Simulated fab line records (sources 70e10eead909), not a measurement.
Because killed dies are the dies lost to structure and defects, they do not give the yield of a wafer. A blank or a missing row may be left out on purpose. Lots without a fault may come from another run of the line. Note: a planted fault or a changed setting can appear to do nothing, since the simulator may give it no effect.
The tool behind it: which one? || flow nand_harc || 14 lots, 41 wafers sampled, at 5 steps of a route of 1159

## WHAT THE GAUGES READ, wafer by wafer
NHARC_A_BLC_CD_MEAS_19. Usual: cd_nm reads 100.3 nm (standard deviation 2.4).
{"lot": "L922", "measured": "day 17 07:58", "on": "cd_sem-02", "cd_nm (nm)": "95.8 102.2 99.4", "flag": ""}
{"lot": "L925", "measured": "day 17 15:24", "on": "cd_sem-02", "cd_nm (nm)": "101.2 103.9 99.3", "flag": ""}
{"lot": "L923", "measured": "day 17 18:58", "on": "cd_sem-01", "cd_nm (nm)": "100.5 99.1 98.6", "flag": ""}
{"lot": "L924", "measured": "day 17 20:28", "on": "cd_sem-03", "cd_nm (nm)": "102.2 100.9 103.6", "flag": ""}
{"lot": "L926", "measured": "day 18 12:00", "on": "cd_sem-03", "cd_nm (nm)": "97.6 98.5 99.2", "flag": ""}
{"lot": "L928", "measured": "day 18 13:04", "on": "cd_sem-03", "cd_nm (nm)": "99.8 101.5 99.9", "flag": ""}
{"lot": "L929", "measured": "day 19 01:18", "on": "cd_sem-02", "cd_nm (nm)": "100.0 100.2 98.2", "flag": ""}
{"lot": "L930", "measured": "day 19 14:03", "on": "cd_sem-02", "cd_nm (nm)": "95.9 99.2 97.5", "flag": ""}
{"lot": "L931", "measured": "day 19 14:45", "on": "cd_sem-02", "cd_nm (nm)": "98.5 98.6 97.9", "flag": ""}
{"lot": "L935", "measured": "day 19 19:08", "on": "cd_sem-03", "cd_nm (nm)": "102.7 98.5 104.9", "flag": ""}
{"lot": "L932", "measured": "day 19 23:04", "on": "cd_sem-02", "cd_nm (nm)": "101.2 100.1 99.1", "flag": ""}
{"lot": "L934", "measured": "day 20 08:51", "on": "cd_sem-02", "cd_nm (nm)": "100.2 96.1", "flag": ""}
{"lot": "L933", "measured": "day 20 09:36", "on": "cd_sem-02", "cd_nm (nm)": "95.4 98.3 99.5", "flag": ""}
{"lot": "L943", "measured": "day 22 21:56", "on": "cd_sem-03", "cd_nm (nm)": "100.5 103.4 101.5", "flag": ""}

NHARC_A_M0_CD_MEAS_09: the cd target is 80 nm. Usual: cd_nm reads 80.0 nm (standard deviation 0.72).
{"lot": "L922", "measured": "day 17 15:34", "on": "cd_sem-03", "cd_nm (nm)": "79.4 79.0 78.8", "flag": ""}
{"lot": "L925", "measured": "day 17 18:58", "on": "cd_sem-02", "cd_nm (nm)": "80.6 80.1 80.4", "flag": ""}
{"lot": "L923", "measured": "day 18 01:58", "on": "cd_sem-02", "cd_nm (nm)": "79.9 80.4 79.6", "flag": ""}
{"lot": "L924", "measured": "day 18 02:34", "on": "cd_sem-02", "cd_nm (nm)": "80.3 79.7 80.4", "flag": ""}
{"lot": "L926", "measured": "day 18 15:01", "on": "cd_sem-02", "cd_nm (nm)": "78.9 78.6 79.3", "flag": ""}
{"lot": "L928", "measured": "day 18 19:37", "on": "cd_sem-02", "cd_nm (nm)": "80.5 80.1 79.6", "flag": ""}
{"lot": "L929", "measured": "day 19 06:35", "on": "cd_sem-03", "cd_nm (nm)": "79.2 80.6 80.2", "flag": ""}
{"lot": "L930", "measured": "day 19 17:08", "on": "cd_sem-01", "cd_nm (nm)": "79.8 79.6 80.4", "flag": ""}
{"lot": "L931", "measured": "day 19 17:52", "on": "cd_sem-02", "cd_nm (nm)": "80.8 80.0 80.9", "flag": ""}
{"lot": "L935", "measured": "day 19 22:04", "on": "cd_sem-02", "cd_nm (nm)": "78.7 79.7 78.9", "flag": ""}
{"lot": "L932", "measured": "day 20 02:49", "on": "cd_sem-03", "cd_nm (nm)": "80.3 79.4 80.7", "flag": ""}
{"lot": "L934", "measured": "day 20 14:05", "on": "cd_sem-03", "cd_nm (nm)": "80.9 69.8", "flag": "OFF"}
{"lot": "L933", "measured": "day 20 14:32", "on": "cd_sem-01", "cd_nm (nm)": "79.4 71.3 69.3", "flag": "OFF"}
{"lot": "L943", "measured": "day 23 05:11", "on": "cd_sem-01", "cd_nm (nm)": "78.8 80.0 79.8", "flag": ""}

NHARC_A_M0_CD_MEAS_16. Usual: cd_nm reads 80.0 nm (standard deviation 0.8).
{"lot": "L922", "measured": "day 17 16:03", "on": "cd_sem-01", "cd_nm (nm)": "79.8 78.9 79.7", "flag": ""}
{"lot": "L925", "measured": "day 17 19:28", "on": "cd_sem-02", "cd_nm (nm)": "79.8 79.8 80.1", "flag": ""}
{"lot": "L923", "measured": "day 18 02:29", "on": "cd_sem-01", "cd_nm (nm)": "80.9 80.7 79.9", "flag": ""}
{"lot": "L924", "measured": "day 18 03:03", "on": "cd_sem-01", "cd_nm (nm)": "80.6 80.2 80.0", "flag": ""}
{"lot": "L926", "measured": "day 18 15:30", "on": "cd_sem-02", "cd_nm (nm)": "79.4 79.0 79.1", "flag": ""}
{"lot": "L928", "measured": "day 18 20:05", "on": "cd_sem-03", "cd_nm (nm)": "79.9 80.0 81.0", "flag": ""}
{"lot": "L929", "measured": "day 19 07:05", "on": "cd_sem-01", "cd_nm (nm)": "80.0 80.9 80.2", "flag": ""}
{"lot": "L930", "measured": "day 19 17:37", "on": "cd_sem-01", "cd_nm (nm)": "79.2 79.0 80.7", "flag": ""}
{"lot": "L931", "measured": "day 19 18:22", "on": "cd_sem-03", "cd_nm (nm)": "80.5 80.1 81.1", "flag": ""}
{"lot": "L935", "measured": "day 19 22:34", "on": "cd_sem-02", "cd_nm (nm)": "78.9 79.4 78.3", "flag": ""}
{"lot": "L932", "measured": "day 20 03:19", "on": "cd_sem-01", "cd_nm (nm)": "79.6 78.8 79.8", "flag": ""}
{"lot": "L934", "measured": "day 20 15:04", "on": "cd_sem-02", "cd_nm (nm)": "80.9 69.6", "flag": "OFF"}
{"lot": "L933", "measured": "day 20 15:01", "on": "cd_sem-03", "cd_nm (nm)": "80.2 71.6 70.6", "flag": "OFF"}
{"lot": "L943", "measured": "day 23 05:41", "on": "cd_sem-02", "cd_nm (nm)": "80.1 79.7 78.9", "flag": ""}

## EACH LOT AND THE TOOL THAT RAN IT (in order: tool; ch and the chambers of the sampled wafers; start)
{"lot": "L922", "NHARC_A_BLC_ETCH_18": "rie_diel-10 ch 0,2,3, day 17 07:58 or earlier", "NHARC_A_M0_EXPOSE_06": "arfi_scanner-02 ch 0, day 17 15:26"}
{"lot": "L925", "NHARC_A_BLC_ETCH_18": "rie_diel-10 ch 0,3, day 17 15:24 or earlier", "NHARC_A_M0_EXPOSE_06": "arfi_scanner-02 ch 0, day 17 18:50"}
{"lot": "L923", "NHARC_A_BLC_ETCH_18": "rie_diel-04 ch 1,3, day 17 18:58 or earlier", "NHARC_A_M0_EXPOSE_06": "arfi_scanner-03 ch 0, day 18 01:50"}
{"lot": "L924", "NHARC_A_BLC_ETCH_18": "rie_diel-10 ch 0,1,3, day 17 20:28 or earlier", "NHARC_A_M0_EXPOSE_06": "arfi_scanner-01 ch 0, day 18 02:26"}
{"lot": "L926", "NHARC_A_BLC_ETCH_18": "rie_diel-07 ch 1,3, day 18 12:00 or earlier", "NHARC_A_M0_EXPOSE_06": "arfi_scanner-01 ch 0, day 18 14:53"}
{"lot": "L928", "NHARC_A_BLC_ETCH_18": "rie_diel-04 ch 0,1,3, day 18 13:04 or earlier", "NHARC_A_M0_EXPOSE_06": "arfi_scanner-02 ch 0, day 18 19:28"}
{"lot": "L929", "NHARC_A_BLC_ETCH_18": "rie_diel-10 ch 0,3, day 19 01:18 or earlier", "NHARC_A_M0_EXPOSE_06": "arfi_scanner-01 ch 0, day 19 06:28"}
{"lot": "L930", "NHARC_A_BLC_ETCH_18": "rie_diel-10 ch 0,1,2, day 19 14:03 or earlier", "NHARC_A_M0_EXPOSE_06": "arfi_scanner-01 ch 0, day 19 17:00"}
{"lot": "L931", "NHARC_A_BLC_ETCH_18": "rie_diel-04 ch 0,1, day 19 14:45 or earlier", "NHARC_A_M0_EXPOSE_06": "arfi_scanner-03 ch 0, day 19 17:43"}
{"lot": "L935", "NHARC_A_BLC_ETCH_18": "rie_diel-04 ch 0,3, day 19 19:08 or earlier", "NHARC_A_M0_EXPOSE_06": "arfi_scanner-02 ch 0, day 19 21:55"}
{"lot": "L932", "NHARC_A_BLC_ETCH_18": "rie_diel-04 ch 0,1, day 19 23:04 or earlier", "NHARC_A_M0_EXPOSE_06": "arfi_scanner-02 ch 0, day 20 02:41"}
{"lot": "L934", "NHARC_A_BLC_ETCH_18": "rie_diel-07 ch 0,3, day 20 08:51 or earlier", "NHARC_A_M0_EXPOSE_06": "arfi_scanner-02 ch 0, day 20 13:57"}
{"lot": "L933", "NHARC_A_BLC_ETCH_18": "rie_diel-10 ch 2,3, day 20 09:36 or earlier", "NHARC_A_M0_EXPOSE_06": "arfi_scanner-02 ch 0, day 20 14:23"}
{"lot": "L943", "NHARC_A_BLC_ETCH_18": "rie_diel-04 ch 0,1, day 22 21:56 or earlier", "NHARC_A_M0_EXPOSE_06": "arfi_scanner-01 ch 0, day 23 05:04"}
- NHARC_A_BLC_ETCH_18: etches the open film in C4F8/O2/Ar, target depth 910 nm.
- NHARC_A_M0_EXPOSE_06: exposes mask A M0, target cd 80 nm.

## AS READ BY THE TOOLS THEMSELVES (means over the sampled wafers that have a number; for cases with no such wafer, the mark the record gives instead)
NHARC_A_BLC_ETCH_18. Usual: oes_product_au 0.949 a.u., standard deviation 0.02; rf_vpp_V 978 V, standard deviation 4.4.
{"lot": "L922", "tool": "rie_diel-10", "oes_product_au (a.u.)": 0.933, "rf_vpp_V (V)": 975, "flag": ""}
{"lot": "L925", "tool": "rie_diel-10", "oes_product_au (a.u.)": 0.974, "rf_vpp_V (V)": 973, "flag": ""}
{"lot": "L923", "tool": "rie_diel-04", "oes_product_au (a.u.)": 0.935, "rf_vpp_V (V)": 984, "flag": ""}
{"lot": "L924", "tool": "rie_diel-10", "oes_product_au (a.u.)": 0.965, "rf_vpp_V (V)": 975, "flag": ""}
{"lot": "L926", "tool": "rie_diel-07", "oes_product_au (a.u.)": 0.967, "rf_vpp_V (V)": 977, "flag": ""}
{"lot": "L928", "tool": "rie_diel-04", "oes_product_au (a.u.)": 0.932, "rf_vpp_V (V)": 983, "flag": ""}
{"lot": "L929", "tool": "rie_diel-10", "oes_product_au (a.u.)": 0.962, "rf_vpp_V (V)": 973, "flag": ""}
{"lot": "L930", "tool": "rie_diel-10", "oes_product_au (a.u.)": 0.947, "rf_vpp_V (V)": 976, "flag": ""}
{"lot": "L931", "tool": "rie_diel-04", "oes_product_au (a.u.)": 0.935, "rf_vpp_V (V)": 984, "flag": ""}
{"lot": "L935", "tool": "rie_diel-04", "oes_product_au (a.u.)": 0.976, "rf_vpp_V (V)": 981, "flag": ""}
{"lot": "L932", "tool": "rie_diel-04", "oes_product_au (a.u.)": 0.932, "rf_vpp_V (V)": 982, "flag": ""}
{"lot": "L934", "tool": "rie_diel-07", "oes_product_au (a.u.)": 0.931, "rf_vpp_V (V)": 979, "flag": ""}
{"lot": "L933", "tool": "rie_diel-10", "oes_product_au (a.u.)": 0.923, "rf_vpp_V (V)": 974, "flag": ""}
{"lot": "L943", "tool": "rie_diel-04", "oes_product_au (a.u.)": 0.926, "rf_vpp_V (V)": 982, "flag": ""}

## THE ANSWER, worked out from the rows above alone
Rule: take the mean of a lot's wafers that have a number; if it is more than 3 standard deviations from the usual mean, the lot is off. A lot without any number at a reading at which 4 lots or more have one is off too. The other lots that the step has rows for count as sound. The gauges are gone through in route order, then the tools' own readings, and for those a lot's mean is taken as printed above. At the first step where some lot is off, the reading lying furthest off is the one used; lots without a number count as furthest.
Off, at NHARC_A_M0_CD_MEAS_09 on cd_nm: L934, L933.
A tool fits if, at a process step before that reading, it ran every lot that is off, and no sound lot after the first of them. The gauges at NHARC_A_M0_CD_MEAS_09 are tried like those tools. NHARC_A_BLC_ETCH_18 gives no start for some lots, so the hours and the order of its lots are those of NHARC_A_BLC_CD_MEAS_19. One fits: NHARC_A_M0_EXPOSE_06 on arfi_scanner-02. Its last sound lot is L932 (day 20 02:41), its first lot that is off L934 (day 20 13:57): a fault that began between those two fits.

## WHAT THE SIMULATOR HAD INSERTED
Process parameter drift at NHARC_A_M0_EXPOSE_06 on arfi_scanner-02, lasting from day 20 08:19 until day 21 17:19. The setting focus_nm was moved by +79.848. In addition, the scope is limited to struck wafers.
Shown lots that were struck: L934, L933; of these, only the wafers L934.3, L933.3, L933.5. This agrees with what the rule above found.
